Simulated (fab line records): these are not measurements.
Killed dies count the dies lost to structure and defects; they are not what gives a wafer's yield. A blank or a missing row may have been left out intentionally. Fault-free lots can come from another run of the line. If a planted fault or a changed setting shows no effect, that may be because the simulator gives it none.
What tool caused it? -- flow n5_finfet -- 9 lots with 27 wafers sampled at 6 steps, on a route of 1938 steps

## WHAT THE GAUGES SHOWED, per wafer
N5_BEOL_M4_RC_MEAS_101. Usual: DIBL_N 36.9 mV/V, standard deviation 1.6; DIBL_P 37.1 mV/V, standard deviation 2; IOFF_N 0.17 nA/um, standard deviation 0.032; IOFF_P 0.22 nA/um, standard deviation 0.036; ION_N 674 uA/um, standard deviation 12; ION_P 463 uA/um, standard deviation 7.8; SS_N 71.7 mV/dec, standard deviation 0.63; SS_P 73.5 mV/dec, standard deviation 0.62; VT_N 249 mV, standard deviation 3.3; VT_P -250 mV, standard deviation 3.5.
lot,measured,on,DIBL_N (mV/V),DIBL_P (mV/V),IOFF_N (nA/um),IOFF_P (nA/um),ION_N (uA/um),ION_P (uA/um),SS_N (mV/dec),SS_P (mV/dec),VT_N (mV),VT_P (mV),flag
L643,day 9 03:10,prober-01,38.6 36.9 35.1,39.4 39.0 35.2,0.20 0.18 0.14,0.29 0.29 0.21,679 689 664,469 474 464,71.8 72.1 71.2,74.3 73.9 73.3,247 249 252,-246 -246 -248,
L644,day 9 14:09,prober-01,34.7 38.3 35.0,36.2 39.0 35.9,0.13 0.18 0.14,0.19 0.22 0.18,656 672 665,462 457 463,70.8 72.0 70.9,73.8 74.0 73.2,253 249 251,-251 -251 -252,
L647,day 10 04:57,prober-01,38.6 37.5 37.1,38.0 36.6 36.7,0.19 0.17 0.18,0.27 0.22 0.23,674 670 677,464 459 463,72.3 71.8 72.2,73.7 74.0 73.6,248 249 248,-247 -250 -246,
L650,day 10 22:04,prober-01,40.8 38.9 39.1,38.5 37.9 39.2,0.25 0.20 0.22,0.22 0.21 0.23,689 679 700,457 457 467,72.4 71.8 71.7,73.9 74.1 74.0,242 245 244,-253 -253 -252,
L651,day 11 00:10,prober-02,39.5 39.5 37.1,37.4 37.6 34.6,0.17 0.18 0.13,0.19 0.20 0.15,668 687 661,444 466 450,72.3 72.0 71.7,73.3 74.1 72.9,248 247 255,-253 -252 -258,
L653,day 11 01:46,prober-01,37.2 36.7 38.8,38.2 37.3 38.7,0.17 0.16 0.20,0.24 0.22 0.25,681 685 680,473 474 455,71.6 71.9 72.4,73.7 72.7 73.4,248 249 246,-249 -252 -249,
L652,day 11 09:43,prober-01,33.2 34.9 34.9,33.8 38.0 36.9,0.11 0.13 0.14,0.13 0.19 0.17,658 650 664,451 451 457,71.9 71.8 71.5,72.2 72.7 72.2,258 258 252,-257 -253 -254,
L657,day 12 15:25,prober-02,38.5 36.6 36.5,38.4 36.3 35.3,0.20 0.16 0.15,0.23 0.20 0.18,671 654 653,458 453 446,72.4 72.5 72.2,73.7 73.3 72.3,248 250 254,-248 -252 -254,
L663,day 13 22:05,prober-01,36.4 37.4 34.4,37.4 38.7 35.7,0.16 0.17 0.12,0.24 0.25 0.21,676 677 664,469 467 467,71.2 70.5 71.0,73.3 73.9 72.7,247 249 255,-245 -247 -249,

N5_BEOL_M7_OCD_MEAS_38. Usual: trench_depth_nm 93.8 nm, standard deviation 1.7.
lot,measured,on,trench_depth_nm (nm),flag
L643,day 10 00:58,ocd-01,95.5 93.8 92.0,
L644,day 10 16:42,ocd-01,93.0 94.8 94.9,
L647,day 11 10:32,ocd-01,92.1 95.3 94.0,
L650,day 12 01:54,ocd-02,91.1 91.5 94.6,
L651,day 12 06:29,ocd-01,94.0 93.7 95.6,
L653,day 12 10:22,ocd-02,78.4 80.9 81.1,OFF
L652,day 12 10:12,ocd-01,79.6 93.2 84.8,OFF
L657,day 13 13:55,ocd-02,92.3 92.5 91.6,
L663,day 15 02:46,ocd-01,96.0 96.5 91.2,

N5_BEOL_M7_CD_MEAS_35 targets a cd of 40 nm. Usual: cd_nm 39.9 nm, standard deviation 0.68.
lot,measured,on,cd_nm (nm),flag
L643,day 10 01:08,cd_sem-03,41.1 40.3 41.2,
L644,day 10 16:51,cd_sem-02,39.8 41.2 40.5,
L647,day 11 10:42,cd_sem-01,39.5 39.6 39.6,
L650,day 12 02:03,cd_sem-01,40.1 39.9 40.7,
L651,day 12 06:38,cd_sem-02,40.6 40.2 39.4,
L653,day 12 10:31,cd_sem-01,40.5 39.8 40.3,
L652,day 12 10:21,cd_sem-01,40.3 39.7 40.0,
L657,day 13 14:04,cd_sem-02,39.7 39.5 40.1,
L663,day 15 02:55,cd_sem-02,39.0 40.2 40.4,

## WHICH TOOL RAN EACH LOT (tool, then ch and the chambers of the sampled wafers, then the start)
lot,N5_BEOL_M7_HM_DEP_02,N5_BEOL_M7_DESCUM_33,N5_BEOL_M7_ETCH_41
L643,"pvd_sputter-01, day 9 23:05","rie_diel-06 ch 0,1,3, day 10 00:32","rie_diel-06 ch 0,1,3, day 10 00:58 or earlier"
L644,"pvd_sputter-03, day 10 12:34","rie_diel-06 ch 0,1, day 10 16:16","rie_diel-06 ch 0,1, day 10 16:42 or earlier"
L647,"pvd_sputter-03, day 11 05:28","rie_diel-04 ch 0,1,2, day 11 10:07","rie_diel-04 ch 0,1,2, day 11 10:32 or earlier"
L650,"pvd_sputter-03, day 11 22:19","rie_diel-06 ch 0,1,3, day 12 01:28","rie_diel-06 ch 0,1,3, day 12 01:54 or earlier"
L651,"pvd_sputter-03, day 12 02:03","rie_diel-06 ch 1,2, day 12 06:03","rie_diel-06 ch 1,2, day 12 06:29 or earlier"
L653,"pvd_sputter-03, day 12 06:44","rie_diel-04 ch 0,1, day 12 09:56","rie_diel-04 ch 0,1, day 12 10:22 or earlier"
L652,"pvd_sputter-03, day 12 06:22","rie_diel-02 ch 0,2,3, day 12 09:46","rie_diel-02 ch 0,2,3, day 12 10:12 or earlier"
L657,"pvd_sputter-02, day 13 10:48","rie_diel-04 ch 1,3, day 13 13:28","rie_diel-04 ch 1,3, day 13 13:55 or earlier"
L663,"pvd_sputter-02, day 14 22:20","rie_diel-04 ch 0,1,2, day 15 02:20","rie_diel-04 ch 0,1,2, day 15 02:46 or earlier"
- N5_BEOL_M7_HM_DEP_02: deposits TiN, target thk 20 nm.
- N5_BEOL_M7_DESCUM_33: chemistry O2, time 7 s.
- N5_BEOL_M7_ETCH_41: etches SiCN in CH3F/O2, target depth 31.9 nm, time 57.8 s.

## WHAT THE TOOLS THEMSELVES READ (means of the sampled wafers that have a number; where no wafer has one, the mark that the record gives instead)
N5_BEOL_M7_HM_DEP_02. Usual: throttle_valve_pct 29.8 %, standard deviation 1.1.
lot,tool,throttle_valve_pct (%),flag
L643,pvd_sputter-01,30.5,
L644,pvd_sputter-03,29.5,
L647,pvd_sputter-03,29.6,
L650,pvd_sputter-03,29.5,
L651,pvd_sputter-03,30.4,
L653,pvd_sputter-03,29.5,
L652,pvd_sputter-03,29.5,
L657,pvd_sputter-02,29.8,
L663,pvd_sputter-02,29.9,

N5_BEOL_M7_DESCUM_33. Usual: for bias_power_w, 20.01 W with a standard deviation of 0.058; for drypump_motor_current_A, 5.4 A with a standard deviation of 0.44; for o2_flow_sccm, 225.0 sccm with a standard deviation of 0.67; for oes_product_au, 0.82 a.u. with a standard deviation of 0.093; for rf_vpp_V, 243.7 V with a standard deviation of 1.4; for showerhead_plenum_p_Torr, 2.13 Torr with a standard deviation of 0.07; for throttle_valve_pct, 20.43 % with a standard deviation of 0.27.
lot,tool,bias_power_w (W),drypump_motor_current_A (A),o2_flow_sccm (sccm),oes_product_au (a.u.),rf_vpp_V (V),showerhead_plenum_p_Torr (Torr),throttle_valve_pct (%),flag
L643,rie_diel-06,20.00,5.1,224.6,0.77,242.8,2.07,20.55,
L644,rie_diel-06,20.04,5.5,225.2,0.83,241.8,2.04,20.53,
L647,rie_diel-04,20.00,5.4,224.4,0.82,244.3,2.12,20.27,
L650,rie_diel-06,20.03,5.1,225.4,0.76,242.9,2.07,20.56,
L651,rie_diel-06,19.97,5.4,225.3,0.87,243.6,2.11,20.42,
L653,rie_diel-04,20.10,5.4,225.2,0.78,243.1,2.11,20.38,
L652,rie_diel-02,20.00,5.7,225.3,0.83,244.0,2.17,20.46,
L657,rie_diel-04,20.07,5.7,225.4,0.71,243.4,2.14,20.96,
L663,rie_diel-04,20.01,5.4,224.3,0.79,243.3,2.11,20.30,

N5_BEOL_M7_ETCH_41. Usual: drypump_motor_current_A 5.4 A, standard deviation 0.44; oes_product_au 0.82 a.u., standard deviation 0.093; rf_vpp_V 297.9 V, standard deviation 1.6; showerhead_plenum_p_Torr 2.03 Torr, standard deviation 0.071; throttle_valve_pct 16.26 %, standard deviation 0.27.
lot,tool,drypump_motor_current_A (A),oes_product_au (a.u.),rf_vpp_V (V),showerhead_plenum_p_Torr (Torr),throttle_valve_pct (%),flag
L643,rie_diel-06,5.1,0.77,296.7,1.97,16.37,
L644,rie_diel-06,5.5,0.82,296.2,1.94,16.30,
L647,rie_diel-04,5.4,0.83,297.3,2.01,16.08,
L650,rie_diel-06,5.1,0.75,296.0,1.97,16.40,
L651,rie_diel-06,5.4,0.88,297.4,2.01,16.23,
L653,rie_diel-04,5.4,0.78,298.3,2.00,16.18,
L652,rie_diel-02,5.7,0.82,298.6,2.07,16.31,
L657,rie_diel-04,5.7,0.71,298.3,2.03,16.69,
L663,rie_diel-04,5.4,0.80,296.5,2.01,16.13,

## THE ANSWER, worked out from the rows above alone
Rule: a lot counts as off when the mean over its wafers that have a number is more than 3 standard deviations away from the usual mean. A lot without any number at a reading at which 4 lots or more have one is off too. All remaining lots with rows at the step are treated as sound. First the gauges in route order, then the tools' own readings, where a lot's mean is used as printed above. The first step at which some lot is off is used, and at that step the reading that is off furthest; a lot without a number counts as furthest.
Off: L653, L652 (N5_BEOL_M7_OCD_MEAS_38, trench_depth_nm).
If a tool, at a process step before that reading, ran all the lots that are off and no sound lot after the first of them, it fits. The gauges at N5_BEOL_M7_OCD_MEAS_38 are tried like those tools. With no start given for some of its lots, N5_BEOL_M7_ETCH_41 uses the hours and lot order of N5_BEOL_M7_OCD_MEAS_38. One fits: pvd_sputter-03 at N5_BEOL_M7_HM_DEP_02. Its last sound lot is L651 (day 12 02:03), its first lot that is off L652 (day 12 06:22): a fault that began between those two fits.

## WHAT THE SIMULATOR HAD PUT IN
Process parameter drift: pvd_sputter-03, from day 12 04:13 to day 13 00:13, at N5_BEOL_M7_HM_DEP_02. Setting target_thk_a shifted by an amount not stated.
Shown lots that were struck: L653, L652. The rule above found the same.
